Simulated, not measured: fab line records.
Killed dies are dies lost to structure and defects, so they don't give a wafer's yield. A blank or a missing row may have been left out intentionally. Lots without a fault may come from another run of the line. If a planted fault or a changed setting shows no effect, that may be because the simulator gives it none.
Struck lot and sound lot, side by side	flow n5-finfet	39 steps out of a route of 1938
Sound: the wafers L970.1, L970.4, L970.6. Struck: wafer L981.6. (L981.5 of the same lot was not struck and is left out.) The cause comes at the end.
At each step with rows: each side's tool, then ch and its chambers, then its first start. Under that, the readings that differ: sound wafers	struck wafers	difference of the means	sigmas: that difference in standard deviations of wafers without a fault.
alike: readings with means less than 2 such deviations apart, plus words and numbers identical on both sides. not compared: withheld readings, readings lacking a value on some wafer, bounds such as >300 that could conceal the same value, and numbers that have no deviation in the record and whose values overlap.
The two part at a step that has a row with sigmas, a row that says differs or no value, or rows on one side only. When numbers do not overlap yet have no deviation, they are printed without sigmas and do not part them. Lack of a reading on every wafer of one side parts them only where that side has two or more wafers.

first, 12 steps without rows for these wafers: N5_MOL_CONTACT_COAG_DESCUM_45 (chemistry O2, time 7 s); N5_MOL_CONTACT_COAG_ETCH_65 (etches underlayer in N2/H2, target depth 13 nm, time 10.4 s); N5_MOL_CONTACT_COAG_ETCH_66 (etches SiARC in CF4, target depth 13 nm, time 21.7 s); N5_MOL_CONTACT_COAG_ALD_133 (deposits SiO2, target thk 5 nm, pulse time 1 s, co reactant pulse time 1 s); N5_MOL_CONTACT_COAG_ETCHBACK_134 (etches SiO2 in CHF3, target depth 10 nm, time 6.7 s); N5_MOL_CONTACT_COAG_ETCH_67 (etches SOC in N2/H2, target depth 60 nm, overetch 21 nm, time 101.2 s); N5_MOL_CONTACT_COAG_STRIP_68 (strips in N2/H2); N5_MOL_CONTACT_COAG_STRIP_69 (strips in N2/H2); N5_MOL_CONTACT_COAG_ETCHBACK_136 (etches SiO2 in CHF3, target depth 25 nm, time 16.7 s); N5_MOL_CONTACT_COAG_STRIP_120 (strips in CHF3); N5_MOL_CONTACT_COAG_VIA_ETCH_117 (etches SiO2 in C4F6/O2, target depth 40 nm, overetch 8 nm, time 26 s); N5_MOL_CONTACT_COAG_ETCH_124 (etches SiNx in CH3F/O2, stops on SiOC, target depth 6.5 nm).
N5_MOL_CONTACT_COAG_ETCH_48: etches SiOC in C4F6/O2, target depth 15 nm, overetch 4.5 nm, time 17 s.
  sound on rie-diel-04 ch 0,1, day 5 15:05; struck on rie-diel-04 ch 1, day 8 15:28
reading	sound	struck	difference	sigmas
model.SOC_of_MOL_CONTACT_COAG_COAT_62.thk-nm (nm)	45.4 45.6 45.4	46	+1	
  alike: drypump-motor-current-A, oes-product-au, rf-vpp-V, showerhead-plenum-p-Torr, throttle-valve-pct
  not compared: rf-hours-counter-h
then, 24 steps without rows for these wafers: N5_MOL_CONTACT_COAG_STRIP_72 (strips in N2/H2); N5_MOL_CONTACT_COAG_STRIP_49 (strips in N2/H2, time 30 s); N5_MOL_CONTACT_COAG_PRECLEAN_138 (cleans in alkaline clean, time 60 s); N5_MOL_CONTACT_COAG_SRD_139 (time 30 s); N5_MOL_CONTACT_COAG_PRE_CLEAN_121; N5_MOL_CONTACT_COAG_CVD_140 (deposits W, target thk 66.5 nm, time 215 s); N5_MOL_CONTACT_COAG_PRECLEAN_127 (cleans in DIW, time 57.5 s); N5_MOL_CONTACT_COAG_SRD_128 (dry time 32 s); N5_MOL_CONTACT_COAG_CMP_52 (polishes, stops on SiO2, t overpolish 1.5 s, target thk 66.5 nm); N5_MOL_CONTACT_COAG_ANNEAL_112 (time 1800 s); N5_BEOL_M0_SAQP_PECVD_00 (deposits SiCN from 3MS/NH3, target thk 8 nm, time 14 s); N5_BEOL_M0_SAQP_ILD_DEP_01 (deposits SiOC from DEMS/O2, target thk 45.419 nm, time 8.7 s); N5_BEOL_M0_SAQP_HM_DEP_02 (deposits TiN, target thk 12 nm); N5_BEOL_M0_SAQP_PECVD_03 (deposits SiCN from 3MS/NH3, target thk 12 nm, time 21.1 s); N5_BEOL_M0_SAQP_PECVD_96 (deposits a-Si from SiH4/He, target thk 45 nm, time 45.2 s); N5_BEOL_M0_SAQP_PECVD_97 (deposits SiNx from SiH4/NH3/N2, target thk 23 nm, time 19.9 s); N5_BEOL_M0_SAQP_PECVD_04 (deposits a-Si from SiH4/He, target thk 60 nm, time 60.2 s); N5_BEOL_M0_SAQP_HM_DEP_111 (deposits SiO2 from SiH4/N2O, target thk 12 nm, time 7.2 s); N5_BEOL_M0_SAQP_COAT_81 (time 60 s, resist thk 100 nm); N5_BEOL_M0_SAQP_COAT_82 (time 60 s, resist thk 30 nm); N5_BEOL_M0_SAQP_COAT_08 (resist thk 90 nm); N5_BEOL_M0_SAQP_EBR_10; N5_BEOL_M0_SAQP_SOFTBAKE_09 (time 60 s); N5_BEOL_M0_SAQP_EXPOSE_11 (exposes mask M0 CORE, target cd 42 nm).
-- the record jumps here: 4 days lie between the struck wafers' starts before and after (it left off in module BEOL_M0_SAQP and takes up again in module BEOL_M4, whose first step shown is number 1111 of the route) --
N5_BEOL_M4_RC_MEAS_101:
  sound on prober-02 ch 0, day 7 20:25; struck on prober-01 ch 0, day 12 04:40
  alike: DIBL_N, DIBL_P, IOFF_N, IOFF_P, ION_N, ION_P, SS_N, SS_P, VT_N, VT_P
-- here the record skips 4 days between the struck wafers' starts before and after, leaving off in module BEOL_M4 and picking up in module PASSIVATION (first step shown: number 1936 of the route) --
N5_PASSIVATION_PROBE_49:
  the record has rows for the struck wafers here (prober-01, day 16 12:15) and none for the sound ones

== WHERE THEY PART ==
At N5_PASSIVATION_PROBE_49 and nowhere else, as far as this record goes.

WHY: whatever the simulator had introduced
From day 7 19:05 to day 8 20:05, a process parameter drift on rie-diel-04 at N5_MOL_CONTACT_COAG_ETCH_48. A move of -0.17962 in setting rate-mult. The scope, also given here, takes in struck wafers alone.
